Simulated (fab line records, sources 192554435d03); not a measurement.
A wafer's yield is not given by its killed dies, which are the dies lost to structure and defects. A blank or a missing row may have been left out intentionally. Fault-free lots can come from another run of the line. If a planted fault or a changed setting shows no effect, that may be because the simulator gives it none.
Chamber matching    flow n5Finfet    N5_BEOL_M13_ETCH_68 on rieDiel-02 has 4 sister chambers
The step etches SOC in N2/H2, time 355 s. 8 wafers are shown with their chamber, then 11 later ones without.

EACH WAFER AND ITS CHAMBER
wafer   chamber  showerheadPlenumPTorr (Torr)  drypumpMotorCurrentA (A)
L082.3  1        2.58                          6.3
L086.2  3        2.45                          5.8
L086.3  1        2.57                          6.4
L086.4  2        2.61                          6.0
L089.2  0        2.46                          5.6
L089.3  3        2.45                          5.8
L089.5  0        2.46                          5.6
L088.1  2        2.61                          6.0

WAFERS WITHOUT THEIR CHAMBER
wafer   showerheadPlenumPTorr (Torr)  drypumpMotorCurrentA (A)
L088.2  2.44                          5.8
L088.4  2.46                          5.7
L090.2  2.61                          6.0
L090.3  2.44                          5.8
L090.6  2.44                          5.8
L093.3  2.46                          5.7
L093.4  2.44                          5.8
L093.5  2.44                          5.8
L092.1  2.61                          6.0
L092.2  2.46                          5.6
L092.6  2.44                          5.8

WHICH CHAMBER EACH ONE RAN IN
wafer   from the rows above      in truth
L088.2  3                        3
L088.4  can't be placed: 0 or 3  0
L090.2  2                        2
L090.3  3                        3
L090.6  3                        3
L093.3  can't be placed: 0 or 3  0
L093.4  3                        3
L093.5  3                        3
L092.1  2                        2
L092.2  0                        0
L092.6  3                        3
Placed correctly: 9 of 11. Unplaceable from these rows: 2, with the true chamber sitting among the candidates in 2. Placed wrongly: 0.
How it was worked out, from the rows above alone: a wafer's distance from a chamber is the root of the sum, over the readings, of the square of ((its reading less the chamber's mean) divided by the reading's scatter). If the next closest chamber is less than 2 further off than the closest, the wafer can't be placed; otherwise it belongs to the closest. For every chamber, the mean is computed from those of its wafers that are shown. The scatter: the root of (the sum of the squares of (reading less its chamber's mean) over the shown wafers, divided by (wafers less chambers)).
